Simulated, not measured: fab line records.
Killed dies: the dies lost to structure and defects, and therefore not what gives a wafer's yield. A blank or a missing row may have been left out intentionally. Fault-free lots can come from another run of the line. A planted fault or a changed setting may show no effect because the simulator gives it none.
Code-filled problem report in 8D (eight disciplines) form	flow n5 finfet	the parts of the form that need people (team, actions taken, sign-off) are left out

== 1. THE PROBLEM ==
run length s at N5_BEOL_M0_SAQP_PECVD_03 reads a mean of 58.2 s on 1 wafer of 1 lot; wafers without a fault read 51.0 s with a standard deviation of 0.54. That puts it +13 standard deviations away from the usual mean.
The step: deposits SiCN from 3MS/NH3, target thk 12 nm, time 21.1 s.
Earliest sighting: wafer L628.3 on pecvd-02 at day 11 01:04. The record holds 27 wafers of 9 lots with a number at this step. Rule for "out", or "out of limits": more than 4 standard deviations from the usual mean. The other wafers with a number count as sound.

== 2. WHAT THIS IS AND IS NOT ==
question	is	is not
which readings at this step	run length s	showerhead plenum p Torr, throttle valve pct
which lots	L628	L607, L610, L612, L614, L618, L620, L624, L629
which wafers of those lots	L628.3	L628.2, L628.5
read on which tools	pecvd-02	pecvd-01, pecvd-04
when	from day 11 01:04	up to then (23 sound wafers); but 3 sound wafers of L629 came after

== 3. WHAT RULES OUT EACH SUSPECT ==
Counting: if a tool at a process step up to the reading ran every lot that is out, it stays a suspect. Sound lots after the first of them don't rule it out here, since some wafers of a struck lot are sound.
- pecvd-02 at N5_BEOL_M0_SAQP_PECVD_03 (deposits SiCN from 3MS/NH3, target thk 12 nm, time 21.1 s): kept. L628, the lot that is out, went through it at day 11 01:04; up to then, the latest sound lot through it was L618 at day 8 13:50. On those wafers its own readings are out: run length s.
- In pecvd-02 at N5_BEOL_M0_SAQP_PECVD_03, the wafers that are out were processed in chamber 1 and their sound lot-mates in chambers 0, 2.
Left after counting: pecvd-02 at N5_BEOL_M0_SAQP_PECVD_03.

== 4. THE CAUSE (what the simulator had put in) ==
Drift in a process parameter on pecvd-02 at N5_BEOL_M0_SAQP_PECVD_03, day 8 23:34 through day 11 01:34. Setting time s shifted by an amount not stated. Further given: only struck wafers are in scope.
Counting left only this tool.

== 5. THE CHAIN OF EFFECTS, in route order ==
Rows list readings where the struck wafers' mean (over those with a number) sits beyond 3 standard deviations from the usual. Only readings whose record carries a usual standard deviation are examined. hours: median over the lots of the time between each lot's start at the first step of this table that gives one and its start at this step. sigmas: the change, counted in usual standard deviations.
hours	step	reading	usual	on struck wafers	change	sigmas
0	N5_BEOL_M0_SAQP_PECVD_03	run length s	51.0 s	58.2	+7.2	+13
8	N5_BEOL_M0_ETCH_128	oes product au	0.54 a.u.	0.74	+0.20	+3.1
Here are the process steps it includes:
- N5_BEOL_M0_SAQP_PECVD_03: deposits SiCN from 3MS/NH3, target thk 12 nm, time 21.1 s.
- N5_BEOL_M0_ETCH_128: etches SiCN in CF4/N2, target depth 12 nm, overetch 5.1 nm, time 21.4 s.
Later measuring or inspecting steps at which every struck wafer that the step has a row for has a number for every such reading, and none has moved that far: N5_BEOL_M0_SAQP_THK_MEAS_05, N5_BEOL_M4_RC_MEAS_101.

== 6. WHAT WOULD HAVE CAUGHT IT SOONER ==
50 hours passed between the start of the fault at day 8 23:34 and the first reading out of limits in this record, taken at day 11 01:04.
